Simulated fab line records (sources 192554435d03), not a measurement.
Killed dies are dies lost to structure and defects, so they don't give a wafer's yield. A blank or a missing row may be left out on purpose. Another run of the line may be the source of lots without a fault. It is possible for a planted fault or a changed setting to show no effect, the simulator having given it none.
Chamber matching | flow n5Finfet | 4 sister chambers for N5_BEOL_M8_DESCUM_16 on rieDiel-05
The step chemistry O2, time 7.9 s. 8 wafers are shown with their chamber, then 10 later ones without.

WAFERS PAIRED WITH THEIR CHAMBERS
wafer  | chamber | showerheadPlenumPTorr (Torr) | throttleValvePct (%)
L086.6 | 3       | 2.12                         | 20.65
L089.2 | 2       | 2.14                         | 20.13
L089.5 | 0       | 2.01                         | 20.51
L090.1 | 2       | 2.14                         | 20.13
L090.2 | 0       | 2.01                         | 20.52
L090.3 | 3       | 2.11                         | 20.67
L091.1 | 1       | 2.21                         | 20.30
L091.5 | 1       | 2.21                         | 20.30

WAFERS WHOSE CHAMBER IS MISSING
wafer  | showerheadPlenumPTorr (Torr) | throttleValvePct (%)
L091.6 | 2.01                         | 20.53
L095.1 | 2.14                         | 20.16
L095.4 | 2.01                         | 20.53
L095.6 | 2.14                         | 20.15
L096.1 | 2.01                         | 20.54
L096.4 | 2.13                         | 20.15
L096.6 | 2.11                         | 20.67
L097.2 | 2.13                         | 20.17
L097.5 | 2.00                         | 20.54
L097.6 | 2.11                         | 20.70

THE CHAMBER EACH PASSED THROUGH
wafer  | from the rows above | in truth
L091.6 | 0                   | 0
L095.1 | 2                   | 2
L095.4 | 0                   | 0
L095.6 | 2                   | 2
L096.1 | 0                   | 0
L096.4 | 2                   | 2
L096.6 | 3                   | 3
L097.2 | 2                   | 2
L097.5 | 0                   | 0
L097.6 | 3                   | 3
10 of 10 placed correctly. Number that these rows cannot place: 0. Wrongly placed: 0.
How it was worked out, from the rows above alone: a wafer's distance from a chamber is the root of the sum, over the readings, of the square of ((its reading less the chamber's mean) divided by the reading's scatter). The wafer belongs to the nearest chamber; if the next one is less than 2 further off, it can't be placed. The mean given for a chamber averages the wafers shown for that chamber. How the scatter is found: for the shown wafers, subtract from each reading the mean of its chamber, square and add these, divide the total by (wafers less chambers), then take the root.
